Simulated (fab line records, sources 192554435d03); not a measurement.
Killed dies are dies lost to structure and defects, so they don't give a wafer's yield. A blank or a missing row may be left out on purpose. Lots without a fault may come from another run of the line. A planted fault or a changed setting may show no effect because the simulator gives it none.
Problem report in the 8D (eight disciplines) form, filled by code | flow n5_finfet | the parts of the form that need people (team, actions taken, sign-off) are left out

1. THE PROBLEM
spin_speed_rpm at N5_BEOL_M14_COAT_58 reads a mean of 1365.5 rpm on 9 wafers of 3 lots; wafers without a fault read 1499.9 rpm with a standard deviation of 0.9. That is -99 or more standard deviations from the usual mean.
The step: time 60 s, resist thk 89 nm.
First seen on wafer L583.1, day 15 05:23, on litho_track-05. The record holds 36 wafers of 12 lots with a number at this step. Rule for "out", or "out of limits": more than 4 standard deviations from the usual mean. The other wafers with a number count as sound.

2. WHAT IT IS AND WHAT IT IS NOT
question                    | is                     | is not
which readings at this step | spin_speed_rpm         | dispense_pressure_kPa
which lots                  | L583, L584, L585       | L569, L572, L573, L575, L576, L578, L587, L588, L589
which wafers of those lots  | all that have a number | -
read on which tools         | litho_track-05         | litho_track-01, litho_track-02
when                        | from day 15 05:23      | up to then (18 sound wafers); but 9 sound wafers of L587, L588, L589 came after

3. SUSPECTS, AND WHAT RULES EACH OUT
Counting: a tool at a process step up to the reading stays a suspect if it ran every lot that is out and no sound lot after the first of them.
- litho_track-05 at N5_BEOL_M14_COAT_58 (time 60 s, resist thk 89 nm): kept. It ran every lot that is out, first L583 (day 15 05:23), and no sound lot after that; its last sound lot up to then is L578 (day 14 11:38). Its own readings are out on those wafers: spin_speed_rpm.
Left after counting: litho_track-05 at N5_BEOL_M14_COAT_58.

4. THE CAUSE (what the simulator had put in)
Process parameter drift: litho_track-05, from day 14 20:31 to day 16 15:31, at N5_BEOL_M14_COAT_58. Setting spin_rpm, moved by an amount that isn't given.
Counting left only this tool.

5. THE CHAIN OF EFFECTS, in route order
Each row: a reading whose mean over the struck wafers that have a number lies more than 3 standard deviations from the usual. Only readings for which the record gives a usual standard deviation are gone through. hours: the time from each lot's start at the first step in this table that gives one to its start at this step, as a median over the lots. sigmas: the change in usual standard deviations.
hours | step                | reading        | usual      | on struck wafers | change | sigmas
0     | N5_BEOL_M14_COAT_58 | spin_speed_rpm | 1499.9 rpm | 1365.5           | -134.4 | -99 or more
The process steps in it:
- N5_BEOL_M14_COAT_58: time 60 s, resist thk 89 nm.
Later measuring or inspecting steps at which every struck wafer that the step has a row for has a number for every such reading, and none has moved that far: N5_BEOL_M14_CD_MEAS_10.

6. WHAT WOULD HAVE CAUGHT IT SOONER
In this record the first reading out of limits was taken at day 15 05:23, 9 hours after the fault began at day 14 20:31.
